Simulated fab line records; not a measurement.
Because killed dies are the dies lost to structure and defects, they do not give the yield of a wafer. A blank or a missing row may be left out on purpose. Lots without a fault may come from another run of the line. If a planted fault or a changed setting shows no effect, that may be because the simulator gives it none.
fab line records	flow n5-finfet
record: lots: 7	wafers: 39
route steps=1938 shown BEOL_M8@1377 BEOL_M9@1417 BEOL_M11@1575
start-h: the number of hours between the record's first day and the start of the first shown wafer of the lot	wait-h: hours elapsed since this lot's preceding step	" as in the row above	L1.1+2: a row that stands for several wafers	- no value present, or no start provided	* or withheld: withheld	< > ~ a bound
route shown NAME@n: NAME is a module with steps in the file, n the number in the route of the first one	usual: the fault-free wafers' mean and standard deviation	same: alike in all rows	chamber/n: place in a boat	sites: the reading at each site	_std_site: standard deviation of those values	_edge_site: outer sites' mean less inner sites'	radius-mm: how far each site lies from the wafer's centre	mask NAME#n: copy n	behind: tool/chamber where the wafer was last shaped	hold: reason for holding the lot/hours on hold/outcome of the hold	device: names the non-switching transistor (n, p or np)	end of line: tests of these same wafers at the route's end	a step with no rows: only its recipe	killed: the dies lost at the first sort to structure and to defects; this is not the yield of the wafer	map: the dies of a wafer, with x for killed, . for not killed, _ for no die there
set.NAME: setting as actually run; set.NAME@STEP: the setting as run at that earlier step	model.NAME: the simulator's own value behind a step, which no gauge read
lots where settings were altered on purpose, with a table for each step and a row for each wafer
== steps ==
step: N5_BEOL_M8_TRENCH_ETCH_37
recipe: chemistry: C4F6/O2	target-depth-a: 934.78	target: SiCOH_lowk	time-s: 31.2	ion-energy-ev: 250	pressure-mtorr: 30	source-w: 345	bias-w: 185	Ar_flow_sccm: 300	C4F6_flow_sccm: 10	O2_flow_sccm: 10
lot.wafer	tool	chamber	start-h	wait-h	set.target-depth-a	model.BEOL_M8.feature-depth-nm	model.etch.depth-nm
L077.1	rie-diel-05	1	-	-	934.78	95.4	95.45
L077.2	"	2	"	"	934.78	98.6	98.61
L077.3	"	3	"	"	934.78	98.4	98.45
L077.4	"	0	"	"	934.78	94.6	94.66
L077.5	"	3	"	"	934.78	98.8	98.87
L077.6	"	0	"	"	934.78	95	95
L079.1	rie-diel-01	0	-	-	934.78	93.8	93.82
L079.3	"	3	"	"	934.78	93	92.93
L079.4	"	1	"	"	934.78	90.2	90.26
L087.1	rie-diel-03	3	-	-	691.6	71.6	71.67
L087.2	"	2	"	"	934.78	94.2	94.11
L087.3	"	2	"	"	691.6	69.4	69.39
L087.4	"	3	"	"	934.78	96.6	96.67
L087.5	"	3	"	"	691.6	71.6	71.69
L087.6	"	2	"	"	934.78	94.4	94.33
L091.1	rie-diel-01	1	-	-	934.78	89.8	89.88
L091.2	"	2	"	"	934.78	97.4	97.31
L091.3	"	0	"	"	678.6	68.2	68.15
L091.4	"	0	"	"	934.78	95	94.94
L091.5	"	2	"	"	678.6	70.4	70.37
L091.6	"	1	"	"	678.6	65.8	65.84
L092.1	rie-diel-01	1	-	-	934.78	89.2	89.2
L092.2	"	2	"	"	934.78	98	98
L092.3	"	3	"	"	934.78	93	92.97
L092.4	"	1	"	"	934.78	89	88.92
L092.5	"	3	"	"	934.78	93.4	93.44
L092.6	"	2	"	"	934.78	96.8	96.73
L094.1	rie-diel-03	3	-	-	934.78	97	97.1
L094.2	"	2	"	"	690.3	69.6	69.66
L094.3	"	1	"	"	934.78	96.4	96.33
L094.4	"	0	"	"	934.78	95.6	95.67
L094.5	"	3	"	"	690.3	72	72.03
L094.6	"	0	"	"	690.3	70	69.99
L095.1	rie-diel-03	2	-	-	934.78	93	93.03
L095.2	"	3	"	"	934.78	96.6	96.59
L095.3	"	0	"	"	934.78	94.2	94.24
L095.4	"	3	"	"	934.78	96.6	96.56
L095.5	"	0	"	"	934.78	94.2	94.21
L095.6	"	2	"	"	934.78	93.8	93.76
step: N5_BEOL_M8_ETCH_41
recipe: chemistry: CH3F/O2	target: SiCN	target-depth-a: 319	taper-deg: 2	time-s: 57.8	ion-energy-ev: 120	mask-material: TiN	pressure-mtorr: 30	source-w: 395	bias-w: 75	Ar_flow_sccm: 150	CH3F_flow_sccm: 30	O2_flow_sccm: 20
step: N5_BEOL_M8_STRIP_80
recipe: chemistry: N2/H2	time-s: 10	power-w: 450	temp-c: 40	pressure-mtorr: 20	rf-frequency-hz: 6e+07	bias-power-w: 7	n2-flow-sccm: 200	h2-flow-sccm: 200
step: N5_BEOL_M8_OCD_MEAS_38
usual: trench-depth-nm: 95.2/2.2
lot.wafer	tool	chamber	start-h	wait-h	set.target-depth-a@BEOL_M8_TRENCH_ETCH_37	trench-depth-nm
L077.1	ocd-01	-	229.92	-	934.78	95.8
L077.2	"	-	"	"	934.78	98.8
L077.3	"	-	"	"	934.78	98.2
L077.4	"	-	"	"	934.78	94.7
L077.5	"	-	"	"	934.78	98.9
L077.6	"	-	"	"	934.78	94.5
L079.1	ocd-02	-	244.24	-	934.78	94.2
L079.3	"	-	"	"	934.78	92.8
L079.4	"	-	"	"	934.78	90.5
L087.1	ocd-02	-	295.06	-	691.6	71.9
L087.2	"	-	"	"	934.78	94.2
L087.3	"	-	"	"	691.6	69.5
L087.4	"	-	"	"	934.78	96.4
L087.5	"	-	"	"	691.6	72.1
L087.6	"	-	"	"	934.78	94.5
L091.1	ocd-02	-	307.55	-	934.78	89.6
L091.2	"	-	"	"	934.78	97.8
L091.3	"	-	"	"	678.6	68.1
L091.4	"	-	"	"	934.78	94.8
L091.5	"	-	"	"	678.6	71.0
L091.6	"	-	"	"	678.6	65.7
L092.1	ocd-02	-	325.57	-	934.78	88.7
L092.2	"	-	"	"	934.78	98.2
L092.3	"	-	"	"	934.78	92.9
L092.4	"	-	"	"	934.78	88.6
L092.5	"	-	"	"	934.78	93.1
L092.6	"	-	"	"	934.78	96.0
L094.1	ocd-02	-	335.64	-	934.78	97.6
L094.2	"	-	"	"	690.3	69.9
L094.3	"	-	"	"	934.78	96.5
L094.4	"	-	"	"	934.78	95.8
L094.5	"	-	"	"	690.3	72.0
L094.6	"	-	"	"	690.3	70.4
L095.1	ocd-02	-	342.71	-	934.78	93.2
L095.2	"	-	"	"	934.78	96.7
L095.3	"	-	"	"	934.78	94.8
L095.4	"	-	"	"	934.78	96.3
L095.5	"	-	"	"	934.78	93.7
L095.6	"	-	"	"	934.78	93.9
step: N5_BEOL_M8_HM_STRIP_39
recipe: chemistry: peroxide-tin-strip	material: TiN	target-depth-a: 250	temp-c: 50	time-s: 158
step: N5_BEOL_M8_SRD_40
recipe: time-s: 30	temp-c: 23	rinse-liquid: diw	dry: ipa-marangoni
step: N5_BEOL_M8_ECD_50
recipe: material: Cu	target-thk-a: 3000
step: N5_BEOL_M8_ANNEAL_51
recipe: temp-c: 225	time-s: 90	ambient: N2
step: N5_BEOL_M8_CMP_52
recipe: stop-on: SiCOH_lowk	t-overpolish-s: 6.9	down-force-psi: 1	platen-rpm: 50	clearing-platen-down-force-psi: 1.5	clearing-platen-rpm: 50	post-cmp-clean: cu-alkaline	target-thk-nm: 80	clearing-platen-pad-velocity-m-s: 0.99484	pad-velocity-m-s: 0.99484
lot.wafer	tool	chamber	start-h	wait-h	set.target-depth-a@BEOL_M8_TRENCH_ETCH_37	model.Cu_of_BEOL_M8_ECD_50.thk-nm
L077.1	cmp-04	0	233.49	0.5	934.78	80.2
L077.2	"	1	"	"	934.78	83.4
L077.3	"	2	"	"	934.78	85.2
L077.4	"	3	"	"	934.78	78.8
L077.5	"	0	"	"	934.78	83.6
L077.6	"	1	"	"	934.78	80
L079.3	cmp-02	0	246.84	0.2	934.78	80.2
L079.1	"	1	"	"	934.78	82.2
L079.4	"	3	"	"	934.78	77.8
L087.4	cmp-01	1	297.27	0.1	934.78	83.4
L087.3	"	2	"	"	691.6	55.8
L087.2	"	3	"	"	934.78	79
L087.1+5	"	0,2	"	"	691.6	57.6
L087.6	"	1	"	"	934.78	81.4
L091.4	cmp-04	2	309.44	0.1	934.78	82.6
L091.3	"	3	"	"	678.6	53
L091.2	"	0	"	"	934.78	82.2
L091.1	"	1	"	"	934.78	76
L091.6	"	2	"	"	678.6	53.6
L091.5	"	3	"	"	678.6	55.6
L092.2	cmp-01	0	328.05	0.2	934.78	83
L092.3	"	1	"	"	934.78	78.8
L092.4	"	2	"	"	934.78	75.2
L092.1	"	3	"	"	934.78	72.8
L092.6	"	0	"	"	934.78	81.8
L092.5	"	1	"	"	934.78	78.2
L094.2	cmp-01	0	338.20	0.2	690.3	55.2
L094.3	"	1	"	"	934.78	82.4
L094.4	"	2	"	"	934.78	81.2
L094.1	"	3	"	"	934.78	82
L094.5	"	0	"	"	690.3	57.8
L094.6	"	1	"	"	690.3	57
L095.3	cmp-01	2	346.16	0.2	934.78	79.6
L095.4	"	3	"	"	934.78	82.4
L095.1	"	0	"	"	934.78	78.8
L095.2	"	1	"	"	934.78	81.8
L095.5	"	2	"	"	934.78	80.2
L095.6	"	3	"	"	934.78	79
step: N5_BEOL_M8_THK_MEAS_53
recipe: thk-meas-gauge: xrf	reads: Cu_of_BEOL_M8_ECD_50
usual: M8_THK: 81.1/2.7
lot.wafer	tool	chamber	start-h	wait-h	set.target-depth-a@BEOL_M8_TRENCH_ETCH_37	M8_THK[nm]
L077.1	film-metro-02	-	233.78	-	934.78	79.7
L077.2	"	-	"	"	934.78	82.8
L077.3	"	-	"	"	934.78	84.7
L077.4	"	-	"	"	934.78	78.2
L077.5	"	-	"	"	934.78	83.1
L077.6	"	-	"	"	934.78	79.1
L079.1	film-metro-01	-	247.13	-	934.78	81.3
L079.3	"	-	"	"	934.78	79.6
L079.4	"	-	"	"	934.78	77.1
L087.1	film-metro-01	-	297.56	-	691.6	56.9
L087.2	"	-	"	"	934.78	77.9
L087.3	"	-	"	"	691.6	54.7
L087.4	"	-	"	"	934.78	81.9
L087.5	"	-	"	"	691.6	56.7
L087.6	"	-	"	"	934.78	80.9
L091.1	film-metro-02	-	309.74	-	934.78	76.1
L091.2	"	-	"	"	934.78	82.4
L091.3	"	-	"	"	678.6	53.0
L091.4	"	-	"	"	934.78	82.9
L091.5	"	-	"	"	678.6	55.9
L091.6	"	-	"	"	678.6	53.7
L092.1	film-metro-02	-	328.35	-	934.78	72.6
L092.2	"	-	"	"	934.78	83.3
L092.3	"	-	"	"	934.78	78.7
L092.4	"	-	"	"	934.78	75.3
L092.5	"	-	"	"	934.78	78.3
L092.6	"	-	"	"	934.78	81.9
L094.1	film-metro-02	-	338.49	-	934.78	80.9
L094.2	"	-	"	"	690.3	54.5
L094.3	"	-	"	"	934.78	81.4
L094.4	"	-	"	"	934.78	80.2
L094.5	"	-	"	"	690.3	57.1
L094.6	"	-	"	"	690.3	56.4
L095.1	film-metro-01	-	346.45	-	934.78	77.6
L095.2	"	-	"	"	934.78	80.9
L095.3	"	-	"	"	934.78	78.5
L095.4	"	-	"	"	934.78	81.6
L095.5	"	-	"	"	934.78	79.2
L095.6	"	-	"	"	934.78	77.9
step: N5_BEOL_M8_PRE_CLEAN_55
recipe: gas: NH3	time-s: 15	temp-c: withheld	rf-power-w: 300
step: N5_BEOL_M8_DEP_56
recipe: material: SiCN	target-thk-a: 100	temp-c: withheld	precursor: 3MS/NH3	pressure-torr: 3	rf-w: 202	time-s: 17.5
step: N5_BEOL_M8_RS_MEAS_57
recipe: thk-meas-gauge: four-point-probe	reads: Cu_of_BEOL_M8_ECD_50+Co_of_BEOL_M8_CVD_78+TaN_of_BEOL_M8_ALD_77
usual: M8_RS: 0.280/0.011
lot.wafer	tool	chamber	start-h	wait-h	set.target-depth-a@BEOL_M8_TRENCH_ETCH_37	M8_RS[ohm/sq]
L077.1	film-metro-02	-	233.91	0.1	934.78	0.284
L077.2	"	-	"	"	934.78	0.272
L077.3	"	-	"	"	934.78	0.265
L077.4	"	-	"	"	934.78	0.291
L077.5	"	-	"	"	934.78	0.271
L077.6	"	-	"	"	934.78	0.286
L079.1	film-metro-01	-	247.26	0.1	934.78	0.278
L079.3	"	-	"	"	934.78	0.285
L079.4	"	-	"	"	934.78	0.296
L087.1	film-metro-01	-	297.69	0.1	691.6	0.425
L087.2	"	-	"	"	934.78	0.290
L087.3	"	-	"	"	691.6	0.441
L087.4	"	-	"	"	934.78	0.273
L087.5	"	-	"	"	691.6	0.424
L087.6	"	-	"	"	934.78	0.280
L091.1	film-metro-02	-	309.87	0.1	934.78	0.303
L091.2	"	-	"	"	934.78	0.276
L091.3	"	-	"	"	678.6	0.469
L091.4	"	-	"	"	934.78	0.276
L091.5	"	-	"	"	678.6	0.443
L091.6	"	-	"	"	678.6	0.463
L092.1	film-metro-02	-	328.48	0.1	934.78	0.319
L092.2	"	-	"	"	934.78	0.273
L092.3	"	-	"	"	934.78	0.290
L092.4	"	-	"	"	934.78	0.308
L092.5	"	-	"	"	934.78	0.293
L092.6	"	-	"	"	934.78	0.279
L094.1	film-metro-01	-	338.62	0.1	934.78	0.278
L094.2	"	-	"	"	690.3	0.448
L094.3	"	-	"	"	934.78	0.276
L094.4	"	-	"	"	934.78	0.281
L094.5	"	-	"	"	690.3	0.422
L094.6	"	-	"	"	690.3	0.430
L095.1	film-metro-02	-	346.59	0.1	934.78	0.290
L095.2	"	-	"	"	934.78	0.277
L095.3	"	-	"	"	934.78	0.287
L095.4	"	-	"	"	934.78	0.276
L095.5	"	-	"	"	934.78	0.284
L095.6	"	-	"	"	934.78	0.290
step: N5_BEOL_M9_DESCUM_16
recipe: chemistry: O2	time-s: 7.9	source-power-w: 50	bias-power-w: 20	pressure-mtorr: 20	rf-frequency-hz: 2.712e+07	temp-c: 40	resist: CAR-ArF	o2-flow-sccm: 225
lot.wafer	tool	chamber	start-h	wait-h	set.time-s	model.CAR-ArF_of_BEOL_M9_COAT_05.thk-nm
L077.1	rie-diel-04	1	238.81	0.1	10.93	81.4
L077.2	"	3	"	"	7.9	83.4
L077.3	"	2	"	"	10.93	81.6
L077.4	"	0	"	"	10.93	81.2
L077.5	"	3	"	"	7.9	83
L077.6	"	2	"	"	7.9	83.6
L079.1	rie-diel-06	2	250.78	0.0	7.9	83
L079.3	"	3	"	"	7.9	82.6
L079.4	"	3	"	"	7.9	83.2
L087.1	rie-diel-04	0	302.03	0.1	5.836	84.6
L087.2	"	3	"	"	7.9	83.4
L087.3+4	"	2,1	"	"	7.9	83.6
L087.5+6	"	2,3	"	"	5.836	84.8
L091.1+3	rie-diel-06	0,1	312.02	0.3	7.9	83.4
L091.2	"	2	"	"	12.3	80.8
L091.4	"	3	"	"	12.3	80.4
L091.5	"	1	"	"	7.9	83.6
L091.6	"	0	"	"	12.3	80.6
L092.1	rie-diel-06	2	331.65	0.0	12.19	80.6
L092.2	"	0	"	"	7.9	83.2
L092.3	"	1	"	"	7.9	83.4
L092.4	"	1	"	"	12.19	81.2
L092.5	"	2	"	"	12.19	81
L092.6	"	0	"	"	7.9	83.6
L094.1+2	rie-diel-04	2,1	340.80	0.2	7.9	83.4
L094.3+4	"	0,2	"	"	10.77	81.4
L094.5	"	0	"	"	7.9	83.2
L094.6	"	1	"	"	10.77	81.6
L095.1	rie-diel-02	1	348.90	0.2	7.9	83.6
L095.2+5	"	0	"	"	3.804	86
L095.3	"	2	"	"	3.804	85.6
L095.4	"	3	"	"	7.9	83.2
L095.6	"	1	"	"	7.9	83.4
step: N5_BEOL_M11_VIA_ETCH_34
recipe: chemistry: C4F6/O2	target: SiCOH_lowk	target-depth-a: 1845	mask-material: SOC	taper-deg: 4	time-s: 69.2	ion-energy-ev: 250	pressure-mtorr: 30	source-w: 345	bias-w: 185	Ar_flow_sccm: 300	C4F6_flow_sccm: 10	O2_flow_sccm: 10
lot.wafer	tool	chamber	start-h	wait-h	set.time-s	model.etch.depth-nm	model.SOC_of_BEOL_M11_COAT_63.thk-nm
L077.1	rie-diel-02	2	260.53	0.0	69.2	177.7	92.6
L077.2	"	1	"	"	57.4	153.2	93.4
L077.3	"	0	"	"	57.4	153.8	94
L077.4	"	3	"	"	57.4	154.3	93
L077.5	"	0	"	"	69.2	185.3	92
L077.6	"	1	"	"	69.2	188.3	91.8
L079.1	rie-diel-04	2	271.88	0.0	69.2	185.2	91.6
L079.3	"	0	"	"	69.2	183.7	91.6
L079.4	"	1	"	"	69.2	183.3	91.4
L087.1	rie-diel-02	3	324.48	0.0	69.2	187.8	91.6
L087.2	"	1	"	"	69.2	188	91.8
L087.3	"	0	"	"	104.6	283.3	87.4
L087.4	"	2	"	"	104.6	284.6	87.8
L087.5	"	0	"	"	69.2	187.5	92
L087.6	"	3	"	"	104.6	284.1	87.4
L091.1	rie-diel-04	0	335.60	0.0	107.6	283.4	87.4
L091.2	"	2	"	"	69.2	183.9	91.8
L091.3	"	3	"	"	69.2	180.5	92
L091.4	"	1	"	"	107.6	288.1	86.8
L091.5	"	3	"	"	69.2	179.4	91.8
L091.6	"	2	"	"	107.6	283.7	87.6
L092.1	rie-diel-06	0	348.26	0.0	28.29	74.16	96.6
L092.2	"	1	"	"	69.2	186.1	91.2
L092.3	"	2	"	"	69.2	182.3	92.2
L092.4	"	2	"	"	69.2	181.4	91.8
L092.5	"	1	"	"	28.29	76.15	96
L092.6	"	0	"	"	28.29	74.57	96.4
L094.1	rie-diel-04	1	361.05	0.0	69.2	184.1	91.8
L094.2	"	0	"	"	30.14	79.9	96.6
L094.3	"	2	"	"	69.2	186.2	92
L094.4	"	1	"	"	30.14	81.17	96.4
L094.5	"	2	"	"	30.14	81.14	96.8
L094.6	"	0	"	"	69.2	183.1	91.8
L095.1	rie-diel-06	1	371.19	0.0	58.45	158	92.4
L095.2	"	3	"	"	69.2	183.9	91.4
L095.3	"	0	"	"	58.45	153.4	92.4
L095.4	"	2	"	"	58.45	153	93
L095.5	"	1	"	"	69.2	187.2	91.2
L095.6	"	2	"	"	69.2	181.1	91.6
== key ==
split: step: N5_BEOL_M8_TRENCH_ETCH_37	setting: target-depth-a	stated: 934.78	by: wafer
response: step: N5_BEOL_M8_TRENCH_ETCH_37	reading: model.BEOL_M8.feature-depth-nm	change: +0.954	per: 1%	r: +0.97
response: step: N5_BEOL_M8_TRENCH_ETCH_37	reading: model.etch.depth-nm	change: +0.953	per: 1%	r: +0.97
response: step: N5_BEOL_M8_OCD_MEAS_38	reading: trench-depth-nm	change: +0.949	per: 1%	r: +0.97
response: step: N5_BEOL_M8_CMP_52	reading: model.Cu_of_BEOL_M8_ECD_50.thk-nm	change: +0.951	per: 1%	r: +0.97
response: step: N5_BEOL_M8_THK_MEAS_53	reading: M8_THK	change: +0.945	per: 1%	r: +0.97
response: step: N5_BEOL_M8_RS_MEAS_57	reading: M8_RS	change: -0.006	per: 1%	r: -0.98
split: step: N5_BEOL_M9_DESCUM_16	setting: time-s	stated: 7.9	by: wafer
response: step: N5_BEOL_M9_DESCUM_16	reading: model.CAR-ArF_of_BEOL_M9_COAT_05.thk-nm	change: -0.0487	per: 1%	r: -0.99
split: step: N5_BEOL_M11_VIA_ETCH_34	setting: time-s	stated: 69.2	by: wafer
response: step: N5_BEOL_M11_VIA_ETCH_34	reading: model.etch.depth-nm	change: +1.85	per: 1%	r: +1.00
response: step: N5_BEOL_M11_VIA_ETCH_34	reading: model.SOC_of_BEOL_M11_COAT_63.thk-nm	change: -0.0816	per: 1%	r: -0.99
